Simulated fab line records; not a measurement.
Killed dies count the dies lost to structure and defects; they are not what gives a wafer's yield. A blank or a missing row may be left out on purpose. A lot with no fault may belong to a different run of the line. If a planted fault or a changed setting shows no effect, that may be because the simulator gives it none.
Matching of chambers + flow n5-finfet + N5_BEOL_M2_ETCH_77 on rie-diel-02 has 4 sister chambers
The step etches underlayer in N2/H2, target depth 6.5 nm, time 5.2 s. 24 wafers are shown with their chamber, then 12 later ones without.

== WAFERS PAIRED WITH THEIR CHAMBERS ==
| wafer  | chamber | showerhead-plenum-p-Torr (Torr) | throttle-valve-pct (%) | oes-product-au (a.u.) |
|--------|---------|---------------------------------|------------------------|-----------------------|
| L074.1 | 1       | 2.42                            | 17.75                  | 0.63                  |
| L074.4 | 3       | 2.59                            | 17.86                  | 0.71                  |
| L074.5 | 2       | 2.70                            | 17.85                  | 0.81                  |
| L075.3 | 1       | 2.42                            | 17.78                  | 0.64                  |
| L075.4 | 3       | 2.59                            | 17.84                  | 0.73                  |
| L075.6 | 3       | 2.59                            | 17.83                  | 0.72                  |
| L077.4 | 1       | 2.41                            | 17.79                  | 0.62                  |
| L077.5 | 2       | 2.70                            | 17.86                  | 0.79                  |
| L077.6 | 1       | 2.41                            | 17.77                  | 0.62                  |
| L079.2 | 0       | 2.40                            | 17.56                  | 0.59                  |
| L079.3 | 1       | 2.41                            | 17.80                  | 0.63                  |
| L079.5 | 3       | 2.58                            | 17.86                  | 0.72                  |
| L083.1 | 2       | 2.69                            | 17.85                  | 0.77                  |
| L083.4 | 0       | 2.40                            | 17.59                  | 0.57                  |
| L083.5 | 3       | 2.58                            | 17.84                  | 0.70                  |
| L085.2 | 1       | 2.41                            | 17.81                  | 0.62                  |
| L085.3 | 3       | 2.58                            | 17.88                  | 0.69                  |
| L085.4 | 2       | 2.69                            | 17.89                  | 0.77                  |
| L088.1 | 1       | 2.40                            | 17.83                  | 0.61                  |
| L088.2 | 3       | 2.58                            | 17.85                  | 0.69                  |
| L088.5 | 1       | 2.40                            | 17.82                  | 0.61                  |
| L089.3 | 1       | 2.40                            | 17.82                  | 0.60                  |
| L089.4 | 3       | 2.57                            | 17.88                  | 0.69                  |
| L089.5 | 2       | 2.69                            | 17.87                  | 0.74                  |

SIGNATURES (means of the wafers above)
| reading                  | chamber 0 | chamber 1 | chamber 2 | chamber 3 | scatter within a chamber |
|--------------------------|-----------|-----------|-----------|-----------|--------------------------|
| showerhead-plenum-p-Torr | 2.4000    | 2.4089    | 2.6940    | 2.5825    | 0.00692                  |
| throttle-valve-pct       | 17.5750   | 17.7967   | 17.8640   | 17.8550   | 0.0219                   |
| oes-product-au           | 0.5800    | 0.6200    | 0.7760    | 0.7062    | 0.0172                   |
Rule: for a wafer and a chamber, the distance is found by dividing, reading by reading, the gap between the wafer's reading and the chamber's mean by the reading's scatter, squaring, summing and taking the root. The wafer belongs to the nearest chamber; if the next one is less than 2 further off, it can't be placed. The scatter: take each reading less its chamber's mean, square it, sum over the shown wafers, divide by the number of wafers less the number of chambers, and take the root.

== WAFERS WITHOUT THEIR CHAMBER ==
| wafer  | showerhead-plenum-p-Torr (Torr) | throttle-valve-pct (%) | oes-product-au (a.u.) |
|--------|---------------------------------|------------------------|-----------------------|
| L090.3 | 2.40                            | 17.80                  | 0.60                  |
| L090.4 | 2.57                            | 17.87                  | 0.68                  |
| L090.5 | 2.69                            | 17.90                  | 0.75                  |
| L094.1 | 2.68                            | 17.91                  | 0.75                  |
| L094.2 | 2.40                            | 17.86                  | 0.60                  |
| L094.3 | 2.71                            | 17.20                  | 0.82                  |
| L095.2 | 2.39                            | 17.87                  | 0.59                  |
| L095.4 | 2.71                            | 17.20                  | 0.80                  |
| L095.6 | 2.40                            | 17.87                  | 0.60                  |
| L097.4 | 2.68                            | 17.93                  | 0.73                  |
| L097.5 | 2.56                            | 17.96                  | 0.68                  |
| L097.6 | 2.68                            | 17.91                  | 0.73                  |

== WHICH CHAMBER EACH WENT THROUGH ==
| wafer  | from the rows above | in truth                   |
|--------|---------------------|----------------------------|
| L090.3 | 1                   | 1                          |
| L090.4 | 3                   | 3                          |
| L090.5 | 2                   | 2                          |
| L094.1 | 2                   | 2                          |
| L094.2 | 1                   | 1                          |
| L094.3 | 2                   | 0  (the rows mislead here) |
| L095.2 | 1                   | 1                          |
| L095.4 | 2                   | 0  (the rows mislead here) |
| L095.6 | 1                   | 1                          |
| L097.4 | 2                   | 2                          |
| L097.5 | 3                   | 3                          |
| L097.6 | 2                   | 2                          |
Placed correctly: 10 of 12. From these rows, 0 cannot be placed. 2 placed wrongly.
